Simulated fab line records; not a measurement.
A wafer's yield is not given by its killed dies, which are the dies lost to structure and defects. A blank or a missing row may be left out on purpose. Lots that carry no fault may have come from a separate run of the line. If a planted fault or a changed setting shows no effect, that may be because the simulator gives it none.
Which of the tools did it?	flow n5-finfet	Sampling: 9 lots, 27 wafers, 5 of 1938 route steps

WHAT EACH GAUGE READ, for each wafer
N5_BEOL_M4_RC_MEAS_101. Usual: DIBL_N 36.2 mV/V, standard deviation 1.7; DIBL_P 36.6 mV/V, standard deviation 1.9; IOFF_N 0.16 nA/um, standard deviation 0.032; IOFF_P 0.21 nA/um, standard deviation 0.037; ION_N 675 uA/um, standard deviation 12; ION_P 460 uA/um, standard deviation 8.1; SS_N 71.4 mV/dec, standard deviation 0.58; SS_P 73.4 mV/dec, standard deviation 0.64; VT_N 249 mV, standard deviation 3.2; VT_P -252 mV, standard deviation 3.4.
lot	measured	on	DIBL_N (mV/V)	DIBL_P (mV/V)	IOFF_N (nA/um)	IOFF_P (nA/um)	ION_N (uA/um)	ION_P (uA/um)	SS_N (mV/dec)	SS_P (mV/dec)	VT_N (mV)	VT_P (mV)	flag
L874	day 9 00:46	prober-02	37.4 35.3 36.7	37.4 34.8 36.8	0.19 0.14 0.18	0.21 0.17 0.20	688 669 664	468 454 457	71.5 71.3 72.4	73.3 73.3 73.7	247 253 249	-251 -255 -252	
L879	day 9 16:11	prober-02	35.6 33.9 34.7	36.2 33.8 35.1	0.16 0.12 0.14	0.19 0.15 0.17	684 671 676	463 455 463	71.6 71.2 71.1	73.1 73.2 73.2	248 253 249	-250 -254 -253	
L880	day 10 10:41	prober-02	38.8 34.4 37.4	41.1 35.3 38.8	0.20 0.12 0.18	0.27 0.17 0.23	688 658 693	473 454 465	71.6 70.9 71.7	74.6 72.6 73.9	245 252 247	-250 -256 -253	
L881	day 11 02:49	prober-01	34.7 34.1 33.1	35.4 35.4 34.1	0.14 0.14 0.11	0.20 0.21 0.18	669 676 649	461 460 456	70.6 70.5 70.7	72.9 72.9 73.4	253 250 256	-251 -247 -251	
L882	day 11 02:02	prober-02	34.1 35.5 35.3	33.4 35.1 35.6	0.13 0.15 0.15	0.16 0.18 0.18	667 677 671	456 463 461	70.7 71.3 71.5	72.5 73.8 73.5	249 253 252	-254 -253 -254	
L883	day 11 05:08	prober-02	36.2 33.7 36.9	37.0 33.3 37.8	0.16 0.12 0.18	0.20 0.15 0.22	672 665 673	453 450 460	71.1 71.1 71.8	73.1 72.2 73.6	247 252 248	-253 -254 -251	
L884	day 11 07:01	prober-02	38.6 34.5 37.6	41.4 36.3 40.2	0.21 0.13 0.18	0.26 0.18 0.23	679 668 681	467 460 464	72.2 71.0 71.9	74.4 72.3 73.9	246 253 247	-249 -252 -254	
L885	day 11 09:05	prober-01	35.3 33.8 33.4	37.0 34.9 34.9	0.17 0.14 0.13	0.18 0.15 0.15	685 671 654	454 444 442	71.2 71.3 70.9	73.0 73.1 72.6	249 250 250	-258 -260 -259	
L888	day 12 03:40	prober-01	34.6 36.3 36.0	34.0 37.4 36.6	0.14 0.16 0.15	0.15 0.19 0.17	679 667 680	461 451 455	70.6 71.6 72.1	73.0 73.7 73.5	249 250 250	-256 -254 -256	

EACH LOT AND THE TOOL THAT RAN IT (in order: tool; ch and the chambers of the sampled wafers; start)
lot	N5_FIN_SAQP_PECVD_47	N5_FIN_SAQP_DESCUM_21	N5_FIN_SAQP_MANDREL_ETCH_22	N5_FIN_SAQP_MANDREL2_REMOVE_60
L874	pecvd-02 ch 0,1,2, day 2 21:07	rie-diel-06 ch 0,1,3, day 2 21:53	rie-si-01 ch 0,1,2, day 2 22:10	rie-si-01 ch 0,1,3, day 3 01:53
L879	pecvd-02 ch 0,2, day 4 03:23	rie-diel-06 ch 0,1,2, day 4 04:15	rie-si-06 ch 2,3, day 4 04:32	rie-si-01 ch 0,3, day 4 08:04
L880	pecvd-03 ch 0,1, day 4 11:19	rie-diel-05 ch 0,1,2, day 4 12:05	rie-si-01 ch 0,1,2, day 4 12:22	rie-si-03 ch 0,2,3, day 4 16:23
L881	pecvd-03 ch 0,1,2, day 4 15:55	rie-diel-04 ch 0,1,3, day 4 16:43	rie-si-01 ch 0,1,2, day 4 17:00	rie-si-03 ch 0,1,3, day 4 20:10
L882	pecvd-01 ch 1,2, day 4 23:46	rie-diel-04 ch 0,1,2, day 5 00:31	rie-si-03 ch 0,1,2, day 5 00:49	rie-si-03 ch 0,1,2, day 5 04:40
L883	pecvd-03 ch 1,2, day 5 03:51	rie-diel-05 ch 1,2, day 5 05:14	rie-si-01 ch 0,1,2, day 5 05:31	rie-si-03 ch 0,1,2, day 5 09:41
L884	pecvd-02 ch 0,2, day 5 10:15	rie-diel-06 ch 0,3, day 5 11:00	rie-si-01 ch 0,3, day 5 11:17	rie-si-06 ch 0,3, day 5 14:29
L885	pecvd-02 ch 0,1,2, day 5 15:53	rie-diel-05 ch 0,2,3, day 5 16:38	rie-si-03 ch 0,2,3, day 5 16:56	rie-si-03 ch 1,2,3, day 5 20:25
L888	pecvd-03 ch 0,1, day 6 08:56	rie-diel-04 ch 0,2,3, day 6 09:34	rie-si-03 ch 1,2, day 6 09:50	rie-si-06 ch 0,1, day 6 13:15
- N5_FIN_SAQP_PECVD_47: deposits a-Si from SiH4/He, target thk 45 nm, time 36.3 s.
- N5_FIN_SAQP_DESCUM_21: chemistry O2, time 7.9 s.
- N5_FIN_SAQP_MANDREL_ETCH_22: etches a-Si in HBr/Cl2, stops on SiNx, target depth 60 nm, bt time 10 s, time 30 s.
- N5_FIN_SAQP_MANDREL2_REMOVE_60: chemistry HBr/Cl2/O2, target a-Si, stops on SiNx, bt time 10 s.

WHAT THE TOOLS THEMSELVES READ (means of the sampled wafers that have a number; where no wafer has one, the mark that the record gives instead)
N5_FIN_SAQP_PECVD_47. Usual: heater-power-w 837 W, standard deviation 68; showerhead-plenum-p-Torr 5.651 Torr, standard deviation 0.028; throttle-valve-pct 17.9 %, standard deviation 0.84.
lot	tool	heater-power-w (W)	showerhead-plenum-p-Torr (Torr)	throttle-valve-pct (%)	flag
L874	pecvd-02	874	5.654	17.9	
L879	pecvd-02	881	5.655	18.0	
L880	pecvd-03	913	5.670	18.1	
L881	pecvd-03	807	5.636	17.7	
L882	pecvd-01	833	5.636	18.8	
L883	pecvd-03	827	5.650	17.9	
L884	pecvd-02	869	5.658	17.4	
L885	pecvd-02	851	5.669	17.9	
L888	pecvd-03	827	5.664	18.2	

N5_FIN_SAQP_DESCUM_21. Usual: drypump-motor-current-A 5.5 A, standard deviation 0.47; oes-product-au 0.79 a.u., standard deviation 0.078; rf-vpp-V 243.1 V, standard deviation 1.3; showerhead-plenum-p-Torr 2.08 Torr, standard deviation 0.073; throttle-valve-pct 20.44 %, standard deviation 0.21.
lot	tool	drypump-motor-current-A (A)	oes-product-au (a.u.)	rf-vpp-V (V)	showerhead-plenum-p-Torr (Torr)	throttle-valve-pct (%)	flag
L874	rie-diel-06	5.1	0.75	242.3	2.03	20.56	
L879	rie-diel-06	5.2	0.78	242.3	2.06	20.52	
L880	rie-diel-05	5.5	0.91	244.2	2.16	20.29	
L881	rie-diel-04	5.5	0.76	242.6	2.08	20.34	
L882	rie-diel-04	5.9	0.79	242.9	2.07	20.38	
L883	rie-diel-05	5.2	0.95	244.0	2.10	20.13	
L884	rie-diel-06	4.8	0.75	241.4	2.00	20.44	
L885	rie-diel-05	5.9	0.80	244.0	2.14	20.41	
L888	rie-diel-04	5.7	0.79	243.2	2.10	20.50	

N5_FIN_SAQP_MANDREL_ETCH_22. Usual: HBr_flow_sccm 150.0 sccm, standard deviation 0.45; bias-w 75.03 W, standard deviation 0.21; drypump-motor-current-A 5.8 A, standard deviation 0.42; oes-product-au 0.766 a.u., standard deviation 0.016; rf-fwd-power-W 795.7 W, standard deviation 2.6; throttle-valve-pct 35.4 %, standard deviation 0.49.
lot	tool	HBr_flow_sccm (sccm)	bias-w (W)	drypump-motor-current-A (A)	oes-product-au (a.u.)	rf-fwd-power-W (W)	throttle-valve-pct (%)	flag
L874	rie-si-01	150.2	75.09	6.0	0.754	796.4	35.7	
L879	rie-si-06	150.5	74.87	6.0	0.783	795.9	35.1	
L880	rie-si-01	149.7	75.09	6.0	0.760	796.9	35.7	
L881	rie-si-01	149.9	75.02	6.0	0.773	794.7	35.6	
L882	rie-si-03	149.7	75.03	6.1	0.766	795.7	34.8	
L883	rie-si-01	150.4	74.95	6.0	0.759	730.9	35.7	OFF
L884	rie-si-01	149.9	75.14	5.7	0.764	732.9	35.3	OFF
L885	rie-si-03	149.9	74.99	6.1	0.768	796.8	35.1	
L888	rie-si-03	149.9	75.06	5.8	0.760	796.1	34.7	

N5_FIN_SAQP_MANDREL2_REMOVE_60. Usual: HBr_flow_sccm 149.9 sccm, standard deviation 0.45; bias-w 21.99 W, standard deviation 0.065; drypump-motor-current-A 5.9 A, standard deviation 0.43; oes_o_777_au 0.99 a.u., standard deviation 0.05; oes-product-au 0.996 a.u., standard deviation 0.018; throttle-valve-pct 36.7 %, standard deviation 0.48.
lot	tool	HBr_flow_sccm (sccm)	bias-w (W)	drypump-motor-current-A (A)	oes_o_777_au (a.u.)	oes-product-au (a.u.)	throttle-valve-pct (%)	flag
L874	rie-si-01	150.6	21.99	5.7	0.99	0.991	36.7	
L879	rie-si-01	149.8	22.00	6.1	1.00	0.987	36.6	
L880	rie-si-03	150.1	22.00	6.1	0.98	0.998	36.5	
L881	rie-si-03	149.9	21.99	5.8	1.03	0.998	36.3	
L882	rie-si-03	149.9	22.04	6.1	1.02	0.997	36.1	
L883	rie-si-03	149.7	21.96	6.1	1.03	1.002	36.1	
L884	rie-si-06	150.1	22.00	5.7	0.96	1.012	37.1	
L885	rie-si-03	149.6	22.05	5.8	1.00	0.987	36.3	
L888	rie-si-06	149.8	21.87	5.7	0.95	1.005	37.3	

THE ANSWER, worked out from the rows above alone
Rule: lot off if the mean of its wafers having a number is beyond 3 standard deviations from the usual mean. A lot without any number at a reading at which 4 lots or more have one is off too. Where the step has rows for the other lots, those lots are counted as sound. After the gauges, taken in route order, come the tools' own readings; for these a lot's mean is taken, as printed above. The first step at which some lot is off is used, and at that step the reading that is off furthest; a lot without a number counts as furthest.
Off: L883, L884, at N5_FIN_SAQP_MANDREL_ETCH_22 (rf-fwd-power-W).
If a tool, at that step or one of the process steps before it, ran each lot that is off and ran no sound lot following the first of them, it fits. One fits: rie-si-01 at N5_FIN_SAQP_MANDREL_ETCH_22. A fault onset in the window from L881 (day 4 17:00, its last sound lot) to L883 (day 5 05:31, its first lot off) fits.
The tool's own readings at N5_FIN_SAQP_MANDREL_ETCH_22 bear it out: on the lots that are off they differ by more than 5 times the standard deviation of the sound lots' means. rf-fwd-power-W reads 731.9 W there against 796.1 W on the sound lots.

WHAT THE SIMULATOR PUT IN
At N5_FIN_SAQP_MANDREL_ETCH_22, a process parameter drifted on rie-si-01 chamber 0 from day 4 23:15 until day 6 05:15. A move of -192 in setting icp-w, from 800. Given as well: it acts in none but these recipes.
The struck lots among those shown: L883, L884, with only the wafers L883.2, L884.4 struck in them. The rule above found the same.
